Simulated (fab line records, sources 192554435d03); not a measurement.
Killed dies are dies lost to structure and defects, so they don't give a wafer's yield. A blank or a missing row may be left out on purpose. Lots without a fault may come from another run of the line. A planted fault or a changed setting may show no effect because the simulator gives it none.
A struck lot beside a sound one | flow n5_finfet | 38 steps out of a route of 1938
Sound: wafers L770.1, L770.4, L770.5. Struck: wafer L777.6. (L777.3, L777.4 of the same lot were not struck and are left out.) The cause comes at the end.
At each step with rows: each side's tool, then ch and its chambers, then its first start. Under that, the readings that differ: sound wafers | struck wafers | difference of the means | sigmas: that difference in standard deviations of wafers without a fault.
alike: readings whose means differ by less than 2 such deviations, and words and numbers that are the same on both sides. not compared: withheld readings, readings that some wafer has no value for, bounds like >300 that may hide the same value, and numbers for which the record gives no deviation and whose values overlap.
The two part at a step that has a row with sigmas, a row that says differs or no value, or rows on one side only. Numbers that don't overlap but have no deviation are shown without sigmas and don't part them. A reading that every wafer of one side lacks parts them only if that side has two wafers or more.

first, 12 steps without rows for these wafers: N5_SDB_ETCH_18 (etches SOC in N2/H2, target depth 100 nm, overetch 20 nm, time 150 s); N5_SDB_STRIP_19 (strips in N2/H2); N5_SDB_STRIP_21 (strips in CF4); N5_SDB_HM_OPEN_20 (chemistry CH3F/O2, target SiNx, stops on poly-Si, target depth 24 nm); N5_SDB_STRIP_22 (strips in N2/H2); N5_SDB_PRECLEAN_23 (cleans in dHF, time 30 s); N5_SDB_DUMMY_REMOVE_24 (chemistry TMAH, target poly-Si, stops on SiO2, target depth 142 nm, time 57 s, rinse time 30 s); N5_SDB_ETCH_25 (etches SiO2 in C4F6/O2, target depth 10 nm, time 3.3 s); N5_SDB_CUT_ETCH_26 (etches Si in HBr/Cl2/O2, target depth 129.6 nm, bt time 20 s, time 51.8 s); N5_SDB_PRECLEAN_38 (cleans in dHF, time 10 s); N5_SDB_PRECLEAN_39 (cleans in O3/DIW, time 45 s); N5_SDB_SRD_28 (time 30 s).
N5_SDB_ALD_29: deposits SiNx, target thk 30 nm, pulse time 1 s, ald cycles 600.
  sound on ald_sin-04 ch 0,1,2, day 7 01:17; struck on ald_sin-04 ch 0, day 8 21:23
  reading                              | sound       | struck | difference | sigmas
  ald_cycles                           | 600 600 600 | 373    | -227       |
  model.SiNx_of_SDB_ALD_29.thk_nm (nm) | 30 29.8 30  | 18.8   | -11.1      |
  alike: heater_power_w, precursor_pulse_height_rel
then, 23 steps without rows for these wafers: N5_SDB_CMP_30 (polishes, stops on poly-Si, t overpolish 1.54 s, target thk 30 nm); N5_DUMMY_REMOVAL_HM_STRIP_01 (strips SiNx in CH3F/O2, stops on poly-Si, target depth 4 nm, time 6.8 s); N5_DUMMY_REMOVAL_STRIP_10 (strips in N2/H2, time 40 s); N5_DUMMY_REMOVAL_PRECLEAN_07 (cleans in dHF, time 30 s); N5_DUMMY_REMOVAL_DUMMY_REMOVE_02 (chemistry TMAH, target poly-Si, stops on SiO2, target depth 142 nm, time 57 s, rinse time 30 s); N5_DUMMY_REMOVAL_PRECLEAN_08 (cleans in NF3:NH3, afs cycles 2, time 20 s, sublimation time 60 s); N5_DUMMY_REMOVAL_PRECLEAN_04 (cleans in DHF, time 37 s); N5_DUMMY_REMOVAL_SRD_05 (time 30 s); N5_HKMG_FIN_IL_REGROW_00 (material SiO2, chemistry O3, target thk 0.75 nm, time 30 s); N5_HKMG_FIN_HK_ALD_01 (deposits HfO2, target thk 1.6 nm, pulse time 3 s, purge time 3 s); N5_HKMG_FIN_HK_ANNEAL_02 (time 30 s); N5_HKMG_FIN_ALD_74 (deposits La2O3, target thk 0.5 nm, pulse time 6 s, co reactant pulse time 1 s); N5_HKMG_FIN_ALD_75 (deposits Al2O3, target thk 1 nm, co reactant pulse time 1 s); N5_HKMG_FIN_COAT_41 (time 60 s, resist thk 300 nm); N5_HKMG_FIN_COAT_42 (time 60 s, resist thk 35 nm); N5_HKMG_FIN_COAT_43 (resist thk 90 nm); N5_HKMG_FIN_EBR_45; N5_HKMG_FIN_SOFTBAKE_44 (time 60 s); N5_HKMG_FIN_EXPOSE_46 (exposes mask NDIPOLE); N5_HKMG_FIN_PEB_47 (peb time 60 s); N5_HKMG_FIN_DEVELOP_48 (develop time 30 s); N5_HKMG_FIN_DESCUM_53 (chemistry O2, time 7.9 s); N5_HKMG_FIN_ETCH_54 (etches SiARC in CF4, target depth 45.5 nm, time 75.8 s).
N5_GATE_CUT_ETCH_58: etches SiNx in CH3F/O2, target depth 17 nm, time 128.6 s.
  sound on rie_diel-02 ch 1,3, day 7 15:03; struck on rie_diel-01 ch 3, day 9 09:09
  reading                              | sound          | struck | difference | sigmas
  drypump_motor_current_A (A)          | 5.9 6.1 5.9    | 5.0    | -1.0       | -2
  model.SiNx_of_SDB_ALD_29.thk_nm (nm) | 24.6 24.4 24.6 | 15.4   | -9.1       |
  alike: oes_product_au, rf_vpp_V, showerhead_plenum_p_Torr, throttle_valve_pct
  not compared: rf_hours_counter_h
-- the record jumps here: 4 days lie between the struck wafers' starts before and after (it left off in module GATE_CUT and takes up again in module BEOL_M4, whose first step shown is number 1111 of the route) --
N5_BEOL_M4_RC_MEAS_101:
  sound on prober-01 ch 0, day 10 22:18; struck on prober-02 ch 0, day 13 13:25
  alike: DIBL_N, DIBL_P, IOFF_N, IOFF_P, ION_N, ION_P, SS_N, SS_P, VT_N, VT_P

WHERE THEY PART
Only at N5_GATE_CUT_ETCH_58, within this record. Later steps at which nothing parts them and some readings are alike: N5_BEOL_M4_RC_MEAS_101.

WHY: what the simulator had put in
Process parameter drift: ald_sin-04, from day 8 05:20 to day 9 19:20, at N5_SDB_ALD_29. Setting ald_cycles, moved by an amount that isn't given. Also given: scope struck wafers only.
